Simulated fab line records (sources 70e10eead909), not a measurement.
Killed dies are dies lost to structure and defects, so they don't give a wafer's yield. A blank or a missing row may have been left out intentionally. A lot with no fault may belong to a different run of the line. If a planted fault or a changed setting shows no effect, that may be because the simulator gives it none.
Comparing a struck lot with a sound one ; flow nandHarc ; 21 out of 1302 route steps
Sound: the wafers L583.3, L583.4, L583.5. The struck wafers were L589.3, L589.4, L589.5. The cause is named last.
Per side, at each step with rows, come the tool, then ch with its chambers, and then its first start. Under that, the readings that differ: sound wafers ; struck wafers ; difference of the means ; sigmas: that difference in standard deviations of wafers without a fault.
alike: same words and numbers on both sides, and readings whose means sit less than 2 such deviations apart. not compared: any withheld reading, any reading some wafer has no value for, any bound like >300 that may hide the same value, and any number with overlapping values for which the record gives no deviation.
The two part at a step that has a row with sigmas, a row that says differs or no value, or rows on one side only. Numbers that have no deviation but don't overlap get no sigmas and don't part them. Lack of a reading on every wafer of one side parts them only where that side has two or more wafers.

first, 10 steps without rows for these wafers: NHARC_A_BLC_CVD_24 (deposits W, target thk 150 nm, time 434 s); NHARC_A_BLC_CMP_25 (polishes, t overpolish 30 s, target thk 150 nm); NHARC_A_BLC_SRD_27; NHARC_A_M0_DEP_00 (deposits SiOC, target thk 150 nm); NHARC_A_M0_DEHYDRATE_01 (time 120 s); NHARC_A_M0_HMDS_02 (time 30 s); NHARC_A_M0_COAT_33 (time 65 s); NHARC_A_M0_COAT_03 (resist thk 90 nm); NHARC_A_M0_SOFTBAKE_04 (time 55 s); NHARC_A_M0_EBR_05.
NHARC_A_M0_EXPOSE_06: exposes mask A M0, target cd 80 nm.
  sound on arfiScanner-01 ch 0, day 24 14:17; struck on arfiScanner-01 ch 0, day 27 14:13
reading;sound;struck;difference;sigmas
exposureDoseMJCm2;83.40 83.27 83.38;87.68 87.51 87.68;+4.27;+48
  alike: mask
then, 2 steps without rows for these wafers: NHARC_A_M0_PEB_07 (peb time 65 s); NHARC_A_M0_DEVELOP_08 (develop time 35 s).
NHARC_A_M0_CD_MEAS_09: the cd target is 80 nm.
  sound on cdSem-02 ch 0, day 24 14:26; struck on cdSem-01 ch 0
  alike: cdNm
  not compared: hold
NHARC_A_M0_OVL_MEAS_10: pitch 160 nm.
  sound: overlay-02 at day 24 14:31; struck: overlay-02 at day 27 20:18
reading;sound;struck;difference;sigmas
hold;- - -;awaitDispo/5.7h/release awaitDispo/5.7h/release awaitDispo/5.7h/release;no value on the sound wafers;
overlayYNm (nm);-2.5 -2.6 -1.5;-1.0 -0.4 -0.3;+1.6;+2
  alike: overlayXNm
NHARC_A_M0_DESCUM_14: chemistry O2, time 3 s.
  sound on rieDiel-07 ch 1,2,3, day 24 14:37; struck on rieDiel-07 ch 0,3, day 27 20:24
reading;sound;struck;difference;sigmas
model.A_M0.cdNm (nm);81.33 80.43 81.11;82.64 82.29 82.72;+1.59;
  alike: drypumpMotorCurrentA, oesProductAu, rfVppV, showerheadPlenumPTorr, throttleValvePct
  not compared: rfHoursCounterH
then, 1 step without rows for these wafers: NHARC_A_M0_ETCH_34 (etches the open film in N2/H2, target depth 40 nm, overetch 12 nm, time 43.94 s).
NHARC_A_M0_ETCH_15: etches the open film in C4F8/Ar, target depth 150 nm, overetch 15 nm, time 82.5 s.
  sound: rieDiel-07 ch 0,2; struck: rieDiel-07 ch 0,1,2
reading;sound;struck;difference;sigmas
rfFwdPowerW (W);597.7 598.0 600.2;593.4 593.7 592.2;-5.5;-3
model.A_M0.cdNm (nm);81.4 80.09 80.65;82.18 82.21 82.77;+1.67;
  alike: oesProductAu, rfVppV
  not compared: rfHoursCounterH
NHARC_A_M0_CD_MEAS_16:
  sound: cdSem-03 at day 24 14:55; struck: cdSem-01 at day 27 21:06
  alike: cdNm
  not compared: hold
NHARC_A_M0_STRIP_18: strips in N2/H2.
  sound on rieDiel-10 ch 1,3, day 24 14:59; struck on rieDiel-10 ch 0,1,3, day 27 23:16
reading;sound;struck;difference;sigmas
hold;- - -;awaitDispo/1.9h/release awaitDispo/1.9h/release awaitDispo/1.9h/release;no value on the sound wafers;
oesProductAu (a.u.);1.010 1.008 1.006;0.976 1.000 0.990;-0.019;-2
  alike: drypumpMotorCurrentA, rfFwdPowerW, rfVppV, showerheadPlenumPTorr, throttleValvePct
  not compared: rfHoursCounterH
-- jump in the record: it breaks off in module A_M0 and resumes in module END (first step shown: number 1302 of the route), and 2 days separate the struck wafers' starts before and after --
NHARC_END_SORT_01:
  sound on prober-02 ch 0, day 27 15:03; struck on prober-01 ch 0, day 30 00:32
reading;sound;struck;difference;sigmas
killedAtPeriphery;6 12 11;4 1 5;-6;-3
  alike: defectLimitedYield, killedAtArray, killedAtOther, killedDies, killedOpen, killedShort, sort_bin_2_pct, sort_bin_3_pct, sort_bin_4_pct, sortNPass, sortRimYieldPct, sortYieldPct

## WHERE THEY PART
First at NHARC_A_M0_EXPOSE_06; last, within this record, at NHARC_END_SORT_01.

WHY: whatever the simulator had introduced
Process parameter drift: arfiScanner-01, from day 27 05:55 on, at NHARC_A_M0_EXPOSE_06. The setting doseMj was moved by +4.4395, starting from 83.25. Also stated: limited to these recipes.
